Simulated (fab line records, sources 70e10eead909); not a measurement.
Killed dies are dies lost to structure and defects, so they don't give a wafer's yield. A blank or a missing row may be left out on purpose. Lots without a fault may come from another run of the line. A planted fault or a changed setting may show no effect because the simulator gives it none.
fab line records | flow nand_harc
record lots=24 wafers=72 last_day=24
route steps=1159 shown P_CONTACT@233 P_M0@263 P_M1@311 P_M2@331 A_START@389 A_CHANNEL_FILL_D1@493
lots that met no fault: from a run of the same line without faults
start_h: hours from the record's first day to the start of the lot's first wafer shown | wait_h: hours since the lot's step before | " the same as in the row above | L1.1+2: a row that stands for several wafers | - no value, or no start given | * or withheld: withheld | < > ~ a bound
route shown NAME@n: a module of which the file shows steps, and the number in the route of the first | usual: mean/standard deviation of fault-free wafers | same: alike in all rows | chamber/n: place in a boat | sites: the reading at each site | _std_site: their standard deviation | _edge_site: outer sites' mean less inner sites' | radius_mm: how far each site lies from the wafer's centre | mask NAME#n: copy n | behind: the tool/chamber that last shaped the wafer | hold: why the lot was held/for how many hours/how that ended | device: the transistor (n, p or np) that didn't switch | end of line: the same wafers' tests at the end of the route | a step without rows: its recipe alone | killed: dies lost to structure and defects at the first sort, not the wafer's yield | map: a wafer's dies, x killed, . not, _ none there
set.NAME: the setting as run; set.NAME@STEP: as run at that earlier step | model.NAME: the simulator's own value behind a step, which no gauge read
steps of the route over a sample of lots; a table a step, a row a wafer
services: from which hour (start_h, from the record's first day; less than 0 if before it) a tool's chamber was out of use, for how many hours, and why
## steps
# step NHARC_P_CONTACT_OVL_MEAS_13
# usual overlay_x_nm=-0.1/0.94 overlay_y_nm=0.2/0.86
# columns lot.wafer tool chamber start_h wait_h overlay_x_nm overlay_y_nm
L075.1 overlay-01 - 109.84 - -1.8 -0.7
L075.4 " - " " -1.3 -0.5
L075.6 " - " " -1.3 -0.6
L074.1 overlay-02 - 111.49 - 0.6 1.1
L074.2 " - " " 0.3 0.3
L074.4 " - " " 1.1 0.7
L077.4 overlay-02 - 128.27 - -0.7 -0.1
L077.5 " - " " -1.1 0.3
L077.6 " - " " -0.8 -0.5
L078.2 overlay-02 - 130.32 - 0.8 0.5
L078.4 " - " " 0.8 -0.1
L078.6 " - " " 1.2 0.1
L076.1 overlay-01 - 134.57 - 0.7 -0.1
L076.4 " - " " 0.7 -0.2
L076.6 " - " " 0.7 0.0
L080.3 overlay-01 - 139.68 - -1.3 -0.2
L080.4 " - " " -1.3 -0.3
L080.6 " - " " -1.5 -0.3
L079.3 overlay-01 - 140.81 - 2.3 1.9
L079.4 " - " " 2.6 1.8
L079.5 " - " " 2.0 1.9
L081.1 overlay-02 - 155.99 - -0.3 -0.9
L081.4 " - " " 0.1 -0.7
L081.5 " - " " 0.5 -1.1
L082.1 overlay-02 - 158.21 - -1.1 0.5
L082.5 " - " " -1.6 0.6
L082.6 " - " " -1.6 1.2
L083.3 overlay-01 - 159.40 - 0.3 -0.2
L083.4 " - " " -0.4 0.0
L083.5 " - " " 0.0 -0.1
L085.2 overlay-01 - 169.41 - 0.1 -0.4
L085.4 " - " " 0.1 -1.1
L085.6 " - " " -0.1 -0.9
L084.1 overlay-02 - 169.58 - -0.1 -0.1
L084.4 " - " " -0.1 -0.5
L084.5 " - " " 0.1 -0.6
L087.2 overlay-01 - 185.55 - -0.2 -0.6
L087.5 " - " " 0.0 -0.4
L087.6 " - " " -0.3 -0.7
L086.2 overlay-02 - 187.89 - 0.9 0.2
L086.5 " - " " 1.5 0.7
L086.6 " - " " 1.5 0.6
L088.2 overlay-01 - 198.65 - -2.3 0.0
L088.4 " - " " -2.2 0.0
L088.5 " - " " -2.6 0.0
L089.1 overlay-02 - 205.03 - -0.5 0.7
L089.4 " - " " -0.1 -0.1
L089.5 " - " " -0.4 0.5
L090.1 overlay-02 - 205.80 - -0.2 1.4
L090.2 " - " " 0.5 2.0
L090.5 " - " " 0.5 1.3
L091.3 overlay-02 - 212.59 - 0.4 1.0
L091.4 " - " " 0.6 0.7
L091.5 " - " " 0.1 1.4
L093.3 overlay-01 - 217.68 - -0.6 0.3
L093.5 " - " " -1.2 -0.8
L093.6 " - " " -0.9 -0.4
L092.3 overlay-01 - 218.02 - 0.5 0.4
L092.4 " - " " 0.4 1.2
L092.6 " - " " 0.6 0.9
L094.2 overlay-02 - 232.72 - -0.2 -0.8
L094.3 " - " " 0.2 -0.8
L094.4 " - " " 1.0 -0.7
L095.3 overlay-02 - 233.38 - 0.5 0.2
L095.4 " - " " 0.0 0.4
L095.6 " - " " 0.5 0.3
L096.3 overlay-01 - 239.62 - -0.6 -0.9
L096.4 " - " " -0.3 -1.7
L096.5 " - " " 0.0 -1.3
L097.3 overlay-02 - 248.84 - 0.0 1.6
L097.5 " - " " -0.2 1.2
L097.6 " - " " -0.6 1.0
# step NHARC_P_M0_CD_MEAS_09
# recipe target_cd_nm=90 landing_energy_ev=500
# usual cd_nm=90.0/0.51
# same landing_energy_ev=500
# columns lot.wafer tool chamber start_h wait_h cd_nm
L075.1 cd_sem-02 0 119.40 - 90.5
L075.4 " 0 " " 90.2
L075.6 " 0 " " 89.9
L074.1 cd_sem-03 0 120.01 - 90.5
L074.2 " 0 " " 89.8
L074.4 " 0 " " 90.4
L077.4 cd_sem-02 0 132.49 - 90.3
L077.5 " 0 " " 90.2
L077.6 " 0 " " 89.6
L078.2 cd_sem-01 0 137.61 - 89.7
L078.4 " 0 " " 89.6
L078.6 " 0 " " 90.6
L076.1 cd_sem-03 0 141.26 - 89.4
L076.4 " 0 " " 89.3
L076.6 " 0 " " 89.6
L080.3 cd_sem-02 0 144.22 - 89.5
L080.4 " 0 " " 90.1
L080.6 " 0 " " 89.6
L079.3 cd_sem-03 0 145.02 - 90.0
L079.4 " 0 " " 90.4
L079.5 " 0 " " 89.6
L081.1 cd_sem-03 0 161.69 - 89.5
L081.4 " 0 " " 90.3
L081.5 " 0 " " 90.4
L082.1 cd_sem-01 0 162.98 - 90.3
L082.5 " 0 " " 90.9
L082.6 " 0 " " 90.0
L083.3 cd_sem-02 0 163.53 - 89.8
L083.4 " 0 " " 90.3
L083.5 " 0 " " 90.2
L085.2 cd_sem-02 0 176.77 - 89.8
L085.4 " 0 " " 90.1
L085.6 " 0 " " 90.4
L084.1 cd_sem-02 0 177.31 - 90.6
L084.4 " 0 " " 89.6
L084.5 " 0 " " 91.0
L087.2 cd_sem-02 0 194.78 - 90.0
L087.5 " 0 " " 90.1
L087.6 " 0 " " 89.0
L086.2 cd_sem-01 0 195.77 - 89.5
L086.5 " 0 " " 89.4
L086.6 " 0 " " 90.0
L088.2 cd_sem-03 0 213.52 - 90.6
L088.4 " 0 " " 90.7
L088.5 " 0 " " 90.4
L089.1 cd_sem-01 0 214.43 - 89.5
L089.4 " 0 " " 90.0
L089.5 " 0 " " 89.6
L090.1 cd_sem-01 0 214.94 - 90.6
L090.2 " 0 " " 89.9
L090.5 " 0 " " 90.3
L091.3 cd_sem-03 0 221.37 - 90.3
L091.4 " 0 " " 90.7
L091.5 " 0 " " 90.1
L093.3 cd_sem-02 0 221.78 - 90.8
L093.5 " 0 " " 90.6
L093.6 " 0 " " 90.0
L092.3 cd_sem-03 0 222.10 - 91.1
L092.4 " 0 " " 90.9
L092.6 " 0 " " 91.6
L094.2 cd_sem-03 0 236.68 - 89.9
L094.3 " 0 " " 90.6
L094.4 " 0 " " 90.7
L095.3 cd_sem-01 0 239.19 - 89.2
L095.4 " 0 " " 89.1
L095.6 " 0 " " 89.6
L096.3 cd_sem-02 0 247.26 - 90.3
L096.4 " 0 " " 89.8
L096.5 " 0 " " 90.2
L097.3 cd_sem-03 0 255.23 - 89.4
L097.5 " 0 " " 89.1
L097.6 " 0 " " 89.5
# step NHARC_P_M1_CMP_23
# recipe t_overpolish_s=20 target_thk_nm=157.82
# usual motor_current_A=12.3/0.93 pad_life_wafers=300/160 time_to_endpoint_s=28.3/2.4
# same t_overpolish_s=20
# columns lot.wafer tool chamber start_h wait_h motor_current_A pad_life_wafers time_to_endpoint_s
L075.1 cmp-02 1 125.85 - 11.8 506 24.5
L075.4 " 2 " " 11.8 507 25.0
L075.6 " 0 " " 12.7 - 22.7
L074.1 cmp-03 1 126.41 - 13.0 516 29.8
L074.4 " 2 " " 13.1 517 23.7
L074.2 " 3 " " 11.9 518 29.2
L077.4 cmp-01 1 139.27 - 12.9 327 31.7
L077.5 " 2 " " 12.2 - 28.5
L077.6 " 3 " " 13.7 - 29.0
L078.2 cmp-03 0 143.94 - 11.4 67 30.5
L078.4 " 2 " " 12.9 69 31.7
L078.6 " 3 " " 12.8 - 31.1
L076.4 cmp-01 2 147.49 - 12.2 366 32.4
L076.1 " 3 " " 13.1 367 30.9
L076.6 " 3 " " 14.3 - 29.6
L080.3 cmp-03 1 150.60 - 12.3 120 31.3
L080.4 " 0 " " 11.8 123 29.3
L080.6 " 1 " " 12.3 - 31.0
L079.3 cmp-01 0 151.42 - 11.0 397 26.5
L079.4 " 1 " " 13.7 398 31.0
L079.5 " 0 " " 10.3 - 24.7
L081.1 cmp-03 2 168.10 - 12.3 224 28.0
L081.4 " 3 " " 12.3 225 29.5
L081.5 " 1 " " 12.7 - 27.7
L082.1 cmp-03 0 169.42 - 11.4 231 27.1
L082.5 " 1 " " 13.0 - 30.6
L082.6 " 2 " " 13.1 - 27.6
L083.4 cmp-01 0 169.90 - 10.7 504 22.4
L083.3 " 3 " " 13.6 507 27.1
L083.5 " 0 " " 10.9 - 25.1
L085.4 cmp-03 1 183.68 - 13.5 306 28.9
L085.2 " 2 " " 11.7 307 28.9
L085.6 " 2 " " 12.5 - 28.2
L084.1 cmp-01 2 184.19 - 12.9 1 28.3
L084.4 " 0 " " 11.3 3 23.6
L084.5 " 1 " " 13.9 - 28.3
L087.2 cmp-03 2 201.14 - 12.8 361 26.8
L087.5 " 1 " " 13.1 - 30.7
L087.6 " 2 " " 12.3 - 31.0
L086.2 cmp-02 2 202.12 - 11.8 402 27.4
L086.6 " 2 " " 11.7 - 30.1
L086.5 " 3 " " 10.6 - 29.1
L088.2 cmp-01 2 219.89 - 11.4 174 24.3
L088.4 " 1 " " 12.5 177 29.8
L088.5 " 2 " " 13.0 - 27.7
L089.1 cmp-03 3 220.84 - 12.2 451 26.1
L089.4 " 0 " " 11.3 452 25.6
L089.5 " 3 " " 12.2 - 27.7
L090.2 cmp-01 2 221.43 - 12.4 188 30.5
L090.1 " 3 " " 13.4 189 29.0
L090.5 " 0 " " 10.1 - 27.3
L091.3 cmp-01 2 227.81 - 13.0 241 28.0
L091.4 " 0 " " 11.2 243 25.3
L091.5 " 1 " " 12.2 - 30.8
L093.3 cmp-03 2 228.22 - 12.7 507 26.2
L093.5 " 3 " " 12.0 - 28.1
L093.6 " 0 " " 11.6 - 26.4
L092.4 cmp-03 2 228.45 - 12.6 510 30.1
L092.3 " 0 " " 11.9 512 28.0
L092.6 " 2 " " 12.6 - 27.6
L094.2 cmp-03 3 243.20 - 12.3 73 25.3
L094.3 " 0 " " 11.1 74 26.5
L094.4 " 1 " " 12.6 75 30.5
L095.4 cmp-03 2 245.53 - 13.3 86 30.2
L095.3 " 3 " " 12.2 87 30.6
L095.6 " 1 " " 12.8 - 31.5
L096.4 cmp-01 0 253.69 - 10.8 397 22.7
L096.3 " 1 " " 13.5 398 28.5
L096.5 " 0 " " 10.3 - 24.2
L097.3 cmp-02 3 261.93 - 10.6 223 27.9
L097.5 " 2 " " 12.3 - 27.0
L097.6 " 3 " " 9.8 - 25.8
# step NHARC_P_M2_DESCUM_14
# recipe time_s=3 o2_flow_sccm=200 ar_flow_sccm=0 bias_power_w=0 chemistry=O2
# usual chamber_pressure_mTorr=60.00/0.057 drypump_motor_current_A=5.7/0.35 oes_product_au=1.001/0.011 rf_vpp_V=57.6/0.88 showerhead_plenum_p_Torr=1.88/0.077 throttle_valve_pct=11.311/0.0094
# columns lot.wafer tool chamber start_h wait_h chamber_pressure_mTorr drypump_motor_current_A oes_product_au rf_hours_counter_h rf_vpp_V showerhead_plenum_p_Torr throttle_valve_pct
L075.1 rie_diel-04 3 127.88 0.1 60.02 5.9 1.025 0 58.5 1.86 11.308
L075.6 " 0 " " 59.99 6.3 1.015 - 57.1 1.83 11.318
L075.4 " 3 " " 60.07 6.0 1.026 - 58.2 1.86 11.313
L074.2 rie_diel-04 3 128.50 0.1 59.97 6.0 0.997 0 57.3 1.86 11.326
L074.1 " 1 " " 59.95 5.6 0.992 0 58.9 1.90 11.299
L074.4 " 1 " " 60.07 5.6 0.997 - 58.2 1.90 11.319
L077.4 rie_diel-04 0 141.10 0.1 60.09 6.3 1.000 1 58.4 1.83 11.309
L077.5 " 3 " " 60.01 6.0 1.014 - 55.8 1.86 11.309
L077.6 " 0 " " 60.12 6.3 1.010 - 60.1 1.83 11.308
L078.4 rie_diel-04 2 145.99 0.1 59.90 5.5 0.979 1 56.6 1.78 11.280
L078.2 " 1 " " 60.09 5.6 0.998 1 57.1 1.90 11.307
L078.6 " 3 " " 60.01 6.0 1.012 - 57.6 1.86 11.308
L076.1 rie_diel-11 1 149.56 0.1 60.07 5.7 0.997 25 57.7 2.00 11.300
L076.4 " 0 " " 59.93 5.1 1.013 21 56.4 1.81 11.300
L076.6 " 1 " " 60.07 5.7 1.007 - 57.0 2.00 11.309
L080.3 rie_diel-04 0 152.64 0.1 59.98 6.3 1.005 1 56.7 1.83 11.321
L080.4 " 1 " " 60.04 5.6 0.997 1 56.7 1.90 11.325
L080.6 " 3 " " 59.93 6.0 1.010 - 57.8 1.86 11.301
L079.4 rie_diel-11 0 153.44 0.1 60.00 5.1 1.011 21 58.0 1.81 11.296
L079.3 " 1 " " 59.96 5.7 1.006 25 59.7 2.00 11.302
L079.5 " 0 " " 59.96 5.1 1.010 - 56.8 1.81 11.314
L081.1 rie_diel-04 2 169.98 0.1 60.01 5.5 0.984 1 57.2 1.78 11.319
L081.4 " 0 " " 60.04 6.3 0.995 2 56.6 1.83 11.316
L081.5 " 2 " " 60.10 5.4 0.995 - 58.4 1.78 11.310
L082.1 rie_diel-04 2 171.39 0.1 59.96 5.5 1.001 2 57.1 1.78 11.317
L082.6 " 2 " " 59.98 5.5 0.994 - 56.7 1.78 11.300
L082.5 " 3 " " 59.94 5.9 1.025 - 57.6 1.86 11.299
L083.4 rie_diel-04 2 171.95 0.1 59.90 5.5 0.987 2 56.5 1.78 11.314
L083.3 " 0 " " 59.98 6.3 0.987 2 57.9 1.83 11.323
L083.5 " 2 " " 59.87 5.5 0.991 - 57.0 1.78 11.313
L085.4 rie_diel-11 0 185.72 0.1 60.09 5.1 1.013 26 57.2 1.81 11.299
L085.2 " 2 " " 60.05 5.4 1.013 31 57.6 2.00 11.308
L085.6 " 0 " " 59.88 5.1 1.012 - 58.0 1.81 11.309
L084.4 rie_diel-11 3 186.25 0.1 59.89 5.6 0.999 32 57.5 2.05 11.300
L084.1 " 0 " " 60.01 5.1 1.013 26 56.8 1.81 11.322
L084.5 " 2 " " 59.98 5.4 1.008 - 57.6 2.00 11.314
L087.2 rie_diel-04 1 203.35 0.1 60.09 5.6 0.988 2 57.5 1.90 11.301
L087.5 " 0 " " 60.00 6.2 1.008 - 56.7 1.83 11.311
L087.6 " 1 " " 60.02 5.6 0.988 - 57.9 1.90 11.288
L086.2 rie_diel-04 3 204.28 0.1 59.98 6.0 1.023 3 57.3 1.86 11.311
L086.6 " 2 " " 60.05 5.4 0.999 - 57.3 1.78 11.312
L086.5 " 3 " " 60.01 6.0 1.011 - 57.2 1.86 11.307
L088.4 rie_diel-11 0 221.92 0.1 59.91 5.1 1.004 3 56.5 1.81 11.309
L088.2 " 1 " " 60.11 5.7 1.014 3 58.3 2.00 11.323
L088.5 " 0 " " 59.97 5.1 0.994 - 56.9 1.81 11.316
L089.1 rie_diel-04 3 222.89 0.1 60.00 6.0 1.003 3 58.0 1.86 11.322
L089.4 " 2 " " 59.87 5.5 0.990 3 56.7 1.78 11.299
L089.5 " 0 " " 59.95 6.2 1.009 - 57.0 1.83 11.326
L090.1 rie_diel-06 1 223.44 0.1 59.99 6.0 0.985 57 58.6 1.86 11.314
L090.2 " 3 " " 60.01 6.1 0.999 49 57.9 1.95 11.315
L090.5 " 0 " " 59.97 5.6 1.004 - 57.6 1.79 11.314
L091.4 rie_diel-04 1 229.83 0.1 59.90 5.5 0.995 3 57.6 1.90 11.314
L091.3 " 2 " " 60.07 5.5 0.993 3 57.5 1.78 11.313
L091.5 " 3 " " 60.07 6.0 1.009 - 56.8 1.86 11.314
L093.3 rie_diel-04 2 230.20 0.1 60.04 5.5 0.983 3 57.5 1.78 11.308
L093.6 " 0 " " 59.98 6.3 1.002 - 57.1 1.83 11.301
L093.5 " 1 " " 60.03 5.6 0.982 - 56.4 1.90 11.314
L092.4 rie_diel-11 2 230.40 0.1 60.09 5.4 1.000 5 55.7 2.00 11.318
L092.3 " 1 " " 60.03 5.7 1.007 4 56.9 2.00 11.321
L092.6 " 3 " " 60.02 5.6 1.010 - 58.3 2.05 11.302
L094.2 rie_diel-04 1 245.28 0.1 59.97 5.6 0.998 4 58.1 1.90 11.323
L094.4 " 3 " " 59.90 6.0 1.004 4 59.0 1.86 11.316
L094.3 " 0 " " 60.07 6.3 1.003 4 58.9 1.83 11.305
L095.3 rie_diel-04 3 248.06 0.1 60.04 6.0 1.014 4 57.4 1.86 11.319
L095.4 " 1 " " 59.99 5.6 0.994 4 57.8 1.90 11.316
L095.6 " 3 " " 60.01 6.0 1.003 - 57.1 1.86 11.325
L096.3 rie_diel-04 0 255.72 0.1 60.05 6.3 1.001 4 58.4 1.83 11.301
L096.4 " 2 " " 60.08 5.5 0.984 4 56.6 1.78 11.307
L096.5 " 0 " " 59.98 6.3 1.006 - 58.4 1.83 11.308
L097.3 rie_diel-06 1 264.14 0.1 59.98 6.0 0.986 7 57.4 1.86 11.318
L097.5 " 3 " " 60.04 6.1 1.003 - 57.7 1.94 11.310
L097.6 " 0 " " 59.97 5.6 0.986 - 58.0 1.78 11.317
# step NHARC_A_START_INSPECT_01
# usual raw_defect_count=3.5/1.8
# columns lot.wafer tool chamber start_h wait_h raw_defect_count
L075.1 defect_inspect-02 - 135.54 - 4
L075.4 " - " " 0
L075.6 " - " " 0
L074.1 defect_inspect-02 - 136.20 - 2
L074.2 " - " " 5
L074.4 " - " " 5
L077.4 defect_inspect-01 - 148.81 - 3
L077.5 " - " " 4
L077.6 " - " " 3
L078.2 defect_inspect-01 - 153.89 - 5
L078.4 " - " " 8
L078.6 " - " " 2
L076.1 defect_inspect-02 - 157.33 - 3
L076.4 " - " " 2
L076.6 " - " " 2
L080.3 defect_inspect-02 - 160.38 - 3
L080.4 " - " " 3
L080.6 " - " " 1
L079.3 defect_inspect-02 - 161.25 - 4
L079.4 " - " " 0
L079.5 " - " " 4
L081.1 defect_inspect-02 - 178.01 - 7
L081.4 " - " " 2
L081.5 " - " " 5
L082.1 defect_inspect-01 - 178.88 - 5
L082.5 " - " " 1
L082.6 " - " " 1
L083.3 defect_inspect-01 - 179.62 - 4
L083.4 " - " " 2
L083.5 " - " " 0
L085.2 defect_inspect-01 - 193.38 - 4
L085.4 " - " " 5
L085.6 " - " " 2
L084.1 defect_inspect-01 - 193.95 - 3
L084.4 " - " " 5
L084.5 " - " " 3
L087.2 defect_inspect-01 - 211.40 - 1
L087.5 " - " " 2
L087.6 " - " " 1
L086.2 defect_inspect-02 - 212.01 - 2
L086.5 " - " " 1
L086.6 " - " " 2
L088.2 defect_inspect-02 - 230.09 - 4
L088.4 " - " " 3
L088.5 " - " " 4
L089.1 defect_inspect-02 - 230.74 - 5
L089.4 " - " " 3
L089.5 " - " " 5
L090.1 defect_inspect-01 - 231.32 - 3
L090.2 " - " " 2
L090.5 " - " " 2
L091.3 defect_inspect-01 - 237.45 - 4
L091.4 " - " " 5
L091.5 " - " " 3
L093.3 defect_inspect-02 - 237.95 - 5
L093.5 " - " " 3
L093.6 " - " " 4
L092.3 defect_inspect-01 - 238.46 - 4
L092.4 " - " " 4
L092.6 " - " " 3
L094.2 defect_inspect-01 - 252.97 - 3
L094.3 " - " " 5
L094.4 " - " " 3
L095.3 defect_inspect-01 - 255.81 - 5
L095.4 " - " " 6
L095.6 " - " " 1
L096.3 defect_inspect-01 - 263.89 - 2
L096.4 " - " " 5
L096.5 " - " " 3
L097.3 defect_inspect-02 - 271.99 - 3
L097.5 " - " " 3
L097.6 " - " " 5
# step NHARC_A_CHANNEL_FILL_D1_ALD_03
# recipe target_thk_a=60 pulse_time_s=60 ald_cycles=58 temp_c=630 pressure_torr=2 material=SiNx
# usual precursor_pulse_height_rel=1.003/0.021
# same ald_cycles=58
# columns lot.wafer tool chamber start_h wait_h precursor_pulse_height_rel
L074.1 ald_sin_batch-02 0 - - 1.000
L074.2 " 0 " " 1.000
L074.4 " 0 " " 0.987
L075.1 ald_sin_batch-02 0 - - 1.016
L075.4 " 0 " " 0.998
L075.6 " 0 " " 0.983
L077.4 ald_sin_batch-01 0 - - 1.004
L077.5 " 0 " " 0.987
L077.6 " 0 " " 0.986
L078.2 ald_sin_batch-03 0 - - 1.023
L078.4 " 0 " " 0.980
L078.6 " 0 " " 0.978
L076.1 ald_sin_batch-01 0 - - 0.989
L076.4 " 0 " " 1.012
L076.6 " 0 " " 0.984
L080.3 ald_sin_batch-01 0 - - 0.990
L080.4 " 0 " " 1.018
L080.6 " 0 " " 1.027
L079.3 ald_sin_batch-01 0 - - 0.985
L079.4 " 0 " " 1.020
L079.5 " 0 " " 1.012
L081.1 ald_sin_batch-01 0 - - 1.030
L081.4 " 0 " " 0.986
L081.5 " 0 " " 0.998
L083.3 ald_sin_batch-01 0 - - 1.006
L083.4 " 0 " " 1.007
L083.5 " 0 " " 1.000
L082.1 ald_sin_batch-02 0 - - 1.029
L082.5 " 0 " " 0.979
L082.6 " 0 " " 1.029
L084.1 ald_sin_batch-02 0 - - 0.998
L084.4 " 0 " " 1.043
L084.5 " 0 " " 0.923
L085.2 ald_sin_batch-02 0 - - 1.012
L085.4 " 0 " " 0.991
L085.6 " 0 " " 1.023
L086.2 ald_sin_batch-03 0 - - 0.996
L086.5 " 0 " " 0.982
L086.6 " 0 " " 1.001
L087.2 ald_sin_batch-03 0 - - 1.012
L087.5 " 0 " " 1.018
L087.6 " 0 " " 1.057
L089.1 ald_sin_batch-01 0 - - 0.999
L089.4 " 0 " " 0.979
L089.5 " 0 " " 1.021
L090.1 ald_sin_batch-01 0 - - 0.996
L090.2 " 0 " " 1.017
L090.5 " 0 " " 0.986
L088.2 ald_sin_batch-02 0 - - 1.007
L088.4 " 0 " " 1.015
L088.5 " 0 " " 0.996
L091.3 ald_sin_batch-02 0 - - 1.007
L091.4 " 0 " " 1.012
L091.5 " 0 " " 0.962
L093.3 ald_sin_batch-02 0 - - 1.003
L093.5 " 0 " " 1.002
L093.6 " 0 " " 0.993
L092.3 ald_sin_batch-02 0 - - 0.970
L092.4 " 0 " " 0.999
L092.6 " 0 " " 1.023
L094.2 ald_sin_batch-02 0 - - 0.983
L094.3 " 0 " " 1.031
L094.4 " 0 " " 1.022
L095.3 ald_sin_batch-02 0 - - 0.986
L095.4 " 0 " " 1.050
L095.6 " 0 " " 1.014
L096.3 ald_sin_batch-02 0 - - 1.002
L096.4 " 0 " " 0.983
L096.5 " 0 " " 1.021
L097.3 ald_sin_batch-01 0 - - 0.995
L097.5 " 0 " " 1.019
L097.6 " 0 " " 1.033
## services
# columns tool chamber start_h hours kind
rie_diel-04 - 111.92 9.0 pm
rie_diel-04 2 126.74 3.8 repair
cmp-02 - 128.50 4.0 pm
cmp-03 - 130.83 4.0 pm
ald_sin_batch-02 - 163.00 3.3 repair
cmp-01 - 179.75 4.0 pm
cmp-03 - 180.78 1.0 repair
rie_diel-11 - 189.50 9.0 pm
rie_diel-11 - 210.24 0.9 repair
cmp-03 - 212.36 3.8 repair
rie_diel-04 - 222.09 0.6 repair
cmp-03 - 225.60 2.4 repair
cmp-02 - 226.50 4.0 pm
cmp-03 - 228.83 4.0 pm
cmp-01 - 238.03 2.6 repair
cmp-01 - 255.70 7.1 repair
rie_diel-11 0 260.93 4.9 repair
rie_diel-11 3 267.66 41.2 repair
cmp-01 - 277.75 4.0 pm
rie_diel-04 - 288.92 9.0 pm
cmp-03 - 297.63 3.4 repair
rie_diel-11 3 312.51 3.4 repair
cmp-01 - 318.82 2.1 repair
cmp-03 - 326.98 4.0 pm
## key
fault none
